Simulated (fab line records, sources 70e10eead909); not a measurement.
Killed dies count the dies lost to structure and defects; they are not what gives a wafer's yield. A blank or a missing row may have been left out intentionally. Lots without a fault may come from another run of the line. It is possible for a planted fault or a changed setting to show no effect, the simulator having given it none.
Chamber matching + flow nandHarc + NHARC_A_CHANNEL_FILL_D1_ETCHBACK_19 on rieSi-04 has 4 sister chambers
The step etches the open film in HBr/Cl2, target depth 5 nm, time 1.7 s. 4 wafers are shown with their chamber, then 7 later ones without.

WAFERS, EACH WITH ITS CHAMBER
| wafer  | chamber | drypumpMotorCurrentA (A) |
|--------|---------|--------------------------|
| L632.5 | 0       | 5.8                      |
| L633.6 | 3       | 5.6                      |
| L637.2 | 2       | 5.5                      |
| L637.3 | 1       | 6.2                      |

WAFERS WITH NO CHAMBER GIVEN
| wafer  | drypumpMotorCurrentA (A) |
|--------|--------------------------|
| L637.6 | 5.5                      |
| L638.1 | 5.8                      |
| L638.3 | 6.2                      |
| L638.4 | 5.5                      |
| L641.1 | 6.3                      |
| L641.5 | 5.8                      |
| L641.6 | 5.6                      |

EACH ONE'S CHAMBER
| wafer  | from the rows above | in truth |
|--------|---------------------|----------|
| L637.6 | 2                   | 2        |
| L638.1 | 0                   | 0        |
| L638.3 | 1                   | 1        |
| L638.4 | 2                   | 2        |
| L641.1 | 1                   | 1        |
| L641.5 | 0                   | 0        |
| L641.6 | 3                   | 3        |
Correctly placed: 7 of 7. Number that these rows cannot place: 0. Wrongly placed: 0.
How it was worked out, from the rows above alone: a wafer's distance from a chamber is the root of the sum, over the readings, of the square of ((its reading less the chamber's mean) divided by the reading's scatter). The wafer belongs to the nearest chamber; if the next one is less than 2 further off, it can't be placed. Each chamber's mean is taken over the wafers shown for it. The scatter: root of mean squared gap, hidden wafer to nearest shown wafer, with one shown wafer a chamber.
